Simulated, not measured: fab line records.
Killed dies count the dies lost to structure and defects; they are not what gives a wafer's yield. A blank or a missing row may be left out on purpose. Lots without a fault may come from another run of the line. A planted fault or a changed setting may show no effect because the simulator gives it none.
A struck lot beside a sound one    flow n5-finfet    14 out of 1938 route steps
Sound: the wafers L743.2, L743.4, L743.5. Struck: wafer L752.3. (L752.5 of the same lot was not struck and is left out.) The cause comes at the end.
For every step that has rows: the tool of each side, followed by ch and its chambers, followed by its first start. Under that, the readings that differ: sound wafers    struck wafers    difference of the means    sigmas: that difference in standard deviations of wafers without a fault.
alike: readings whose means differ by less than 2 such deviations, and words and numbers that are the same on both sides. not compared: withheld readings, readings that some wafer has no value for, bounds like >300 that may hide the same value, and numbers for which the record gives no deviation and whose values overlap.
Wherever a step has rows on one side only, a row that says differs or no value, or a row with sigmas, the two part there. Non-overlapping numbers with no deviation appear without sigmas and do not part them. Lack of a reading on every wafer of one side parts them only where that side has two or more wafers.

first, 1 step without rows for these wafers: N5_BEOL_M6_CURE_75 (cures SiCOH lowk, time 120 s).
N5_BEOL_M6_DEGAS_44: time 60 s.
  sound on pvd-sputter-01, day 11 08:35; struck on pvd-sputter-02, day 13 12:04
  alike: heater-power-w
then, 1 step without rows for these wafers: N5_BEOL_M6_PRE_CLEAN_45 (time 30 s).
N5_BEOL_M6_ALD_77: deposits TaN, target thk 2 nm, pulse time 2 s, purge time 3 s.
  sound on ald-metal-03 ch 1,2, day 11 08:48; struck on ald-metal-03 ch 0, day 13 12:19
  alike: heater-power-w
N5_BEOL_M6_SURFACE_TREAT_79:
  sound on pvd-sputter-02, day 11 09:08; struck on pvd-sputter-01, day 13 12:37
  not compared: throttle-valve-pct
then, 1 step without rows for these wafers: N5_BEOL_M6_CVD_78 (deposits Co from CCTBA/H2, target thk 2 nm, time 142.3 s).
N5_BEOL_M6_SPUTTER_48: material Cu, target thk 10 nm, time 1.667 s.
  sound on pvd-sputter-01, day 11 09:19; struck on pvd-sputter-03, day 13 14:29
  alike: throttle-valve-pct
then, 2 steps without rows for these wafers: N5_BEOL_M6_ECD_50 (material Cu, target thk 300 nm); N5_BEOL_M6_ANNEAL_51 (time 90 s).
N5_BEOL_M6_CMP_52: polishes, stops on SiCOH lowk, t overpolish 6.9 s, target thk 80 nm.
  sound on cmp-03 ch 1,2, day 11 09:55; struck on cmp-02 ch 0, day 13 15:29
reading                       sound              struck  difference  sigmas
retaining-ring-pressure-frac  1.015 1.006 1.009  0.993   -0.017      -3
  alike: barrier-field-endpoint-s, clearing-platen-rpm, edge-zone-pressure-frac, motor-current-A, overpolish-run-s, slurry-flow-ml-min, time-to-endpoint-s
N5_BEOL_M6_THK_MEAS_53: measures by xrf.
  sound on film-metro-02, day 11 10:13; struck on film-metro-02, day 13 15:45
  alike: M6_THK
then, 1 step without rows for these wafers: N5_BEOL_M6_PRE_CLEAN_55 (time 15 s).
N5_BEOL_M6_DEP_56: deposits SiCN from 3MS/NH3, target thk 10 nm, time 17.5 s.
  sound on pecvd-01 ch 0,1, day 11 10:16; struck on pecvd-01 ch 1, day 13 15:49
reading                                   sound       struck  difference  sigmas
model.SiCN_of_BEOL_M6_DEP_56.thk-nm (nm)  9.8 10 9.8  15      +5          
  alike: showerhead-plenum-p-Torr, throttle-valve-pct
N5_BEOL_M6_RS_MEAS_57: measures by four-point-probe.
  sound on film-metro-02, day 11 10:20; struck on film-metro-01, day 13 15:53
  alike: M6_RS

WHERE THEY PART
N5_BEOL_M6_CMP_52 only, going by this record. Later steps at which nothing parts them and some readings are alike: N5_BEOL_M6_THK_MEAS_53, N5_BEOL_M6_DEP_56, N5_BEOL_M6_RS_MEAS_57.

WHY: what had been put in by the simulator
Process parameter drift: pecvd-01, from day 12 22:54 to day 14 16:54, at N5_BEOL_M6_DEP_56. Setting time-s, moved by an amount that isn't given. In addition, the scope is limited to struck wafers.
